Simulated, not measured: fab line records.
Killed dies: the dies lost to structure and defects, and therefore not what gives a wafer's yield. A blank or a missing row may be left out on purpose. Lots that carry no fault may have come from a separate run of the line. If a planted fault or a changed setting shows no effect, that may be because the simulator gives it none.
Matching of chambers | flow nand-harc | 4 sister chambers for NHARC_A_CHANNEL_FILL_D1_ALD_14 on ald-hk-01
The step deposits SiO2, target thk 2.5 nm, pulse time 10 s, ald cycles 25. 4 wafers are shown with their chamber, then 7 later ones without.

== WAFERS PAIRED WITH THEIR CHAMBERS ==
wafer  | chamber | heater-power-w (W)
L090.2 | 1       | 445
L092.2 | 2       | 519
L094.2 | 3       | 512
L094.3 | 0       | 439

== WAFERS MISSING THEIR CHAMBER ==
wafer  | heater-power-w (W)
L094.5 | 453
L096.4 | 433
L096.5 | 440
L096.6 | 523
L095.1 | 523
L095.2 | 454
L095.4 | 504

== THE CHAMBER EACH PASSED THROUGH ==
wafer  | from the rows above     | in truth
L094.5 | can't be placed: 1 or 0 | 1
L096.4 | can't be placed: 0 or 1 | 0
L096.5 | can't be placed: 0 or 1 | 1
L096.6 | can't be placed: 2 or 3 | 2
L095.1 | can't be placed: 2 or 3 | 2
L095.2 | can't be placed: 1 or 0 | 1
L095.4 | can't be placed: 3 or 2 | 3
Correct placement for 0 of the 7. Unplaceable from these rows: 7, with the true chamber sitting among the candidates in 7. 0 placed wrongly.
How it was worked out, from the rows above alone: a wafer's distance from a chamber is the root of the sum, over the readings, of the square of ((its reading less the chamber's mean) divided by the reading's scatter). If the next closest chamber is less than 2 further off than the closest, the wafer can't be placed; otherwise it belongs to the closest. A chamber's mean is the mean of its shown wafers. The scatter (one wafer shown for each chamber): square how far every hidden wafer sits from the nearest shown wafer, average those squares and take the square root.
